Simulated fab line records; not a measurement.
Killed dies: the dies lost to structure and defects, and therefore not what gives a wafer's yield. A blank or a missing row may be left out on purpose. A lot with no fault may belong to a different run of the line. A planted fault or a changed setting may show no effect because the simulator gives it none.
Matching of chambers ; flow nand-harc ; NHARC_A_BLC_ETCH_17 on rie-diel-06: 4 sister chambers
The step etches the open film in N2/H2, target depth 390 nm, time 609.38 s. 8 wafers are shown with their chamber, then 7 later ones without.

WAFERS PAIRED WITH THEIR CHAMBERS
wafer;chamber;showerhead-plenum-p-Torr (Torr);drypump-motor-current-A (A)
L382.1;1;1.91;6.6
L384.4;0;2.17;4.9
L392.6;3;2.01;5.1
L396.1;0;2.17;4.9
L396.3;1;1.90;6.7
L396.4;2;2.17;6.0
L398.2;2;2.17;5.9
L398.4;3;2.00;5.1

WAFERS WITH NO CHAMBER GIVEN
wafer;showerhead-plenum-p-Torr (Torr);drypump-motor-current-A (A)
L398.6;2.17;4.9
L401.1;2.17;4.9
L401.2;2.17;6.0
L401.6;2.17;4.9
L404.2;1.90;6.6
L404.5;2.17;4.9
L404.6;1.90;6.6

WHICH CHAMBER EACH ONE RAN IN
wafer;from the rows above;in truth
L398.6;0;0
L401.1;0;0
L401.2;2;2
L401.6;0;0
L404.2;1;1
L404.5;0;0
L404.6;1;1
Correct placement for 7 of the 7. Can't be placed from these rows: 0. Placed wrongly: 0.
How it was worked out, from the rows above alone: a wafer's distance from a chamber is the root of the sum, over the readings, of the square of ((its reading less the chamber's mean) divided by the reading's scatter). If the next closest chamber is less than 2 further off than the closest, the wafer can't be placed; otherwise it belongs to the closest. A chamber's mean is the mean of its shown wafers. The scatter: take each reading less its chamber's mean, square it, sum over the shown wafers, divide by the number of wafers less the number of chambers, and take the root.
